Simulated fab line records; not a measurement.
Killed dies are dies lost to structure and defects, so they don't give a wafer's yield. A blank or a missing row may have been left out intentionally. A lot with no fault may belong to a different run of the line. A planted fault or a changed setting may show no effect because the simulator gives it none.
Which tool is to blame? | flow n5 finfet | route of 1938 steps, sampled at 1 step: 11 lots, 31 wafers

## WHAT EACH GAUGE READ, for each wafer
N5_BEOL_M14_INSPECT_30: inspects for defects (macro).
lot  | measured     | on                | raw defect count
L979 | day 11 23:41 | defect inspect-01 | 1 1 0
L984 | day 12 13:20 | defect inspect-01 | 3 3 3
L983 | day 12 20:53 | defect inspect-01 | 2 3 0
L985 | day 13 17:02 | defect inspect-02 | 0 1 2
L987 | day 13 18:47 | defect inspect-01 | 2 0
L988 | day 13 22:54 | defect inspect-02 | 2 1
L993 | day 14 23:41 | defect inspect-02 | 3 2 1
L996 | day 16 06:40 | defect inspect-02 | 1 4 1
L998 | day 16 07:47 | defect inspect-01 | 1 2 1
L999 | day 17 00:29 | defect inspect-02 | 2 0 1
L101 | day 17 02:39 | defect inspect-01 | 4 1 0

## WHAT TOOL EACH LOT RAN ON (gives the tool, then ch and the chambers of the sampled wafers, and finally the start)
No process step before these readings appears in the record.

## WHAT THE TOOLS THEMSELVES READ (means of the sampled wafers that have a number; where no wafer has one, the mark that the record gives instead)
The record holds no such reading with a usual standard deviation.

## THE ANSWER, worked out from the rows above alone
Rule: the lots themselves supply what counts as usual. Put in order of their means at a reading, lots are off if they are a third of the lots or fewer, leave a main group of 4 or more, and stand apart from it by a gap of 3 or more times the standard deviation of the main group's means; of several such gaps the widest counts. If all means in a main group match to the digits the tables above print for the reading, that group is not used. Also off: a lot with no number at a reading for which 4 or more lots have one. All remaining lots with rows at the step are treated as sound. After the gauges, taken in route order, come the tools' own readings; for these a lot's mean is taken, as printed above. At the first step where some lot is off, the reading lying furthest off is the one used; lots without a number count as furthest.
Nothing can be told from this: no lot is off at any reading shown.

## WHAT THE SIMULATOR HAD INSERTED
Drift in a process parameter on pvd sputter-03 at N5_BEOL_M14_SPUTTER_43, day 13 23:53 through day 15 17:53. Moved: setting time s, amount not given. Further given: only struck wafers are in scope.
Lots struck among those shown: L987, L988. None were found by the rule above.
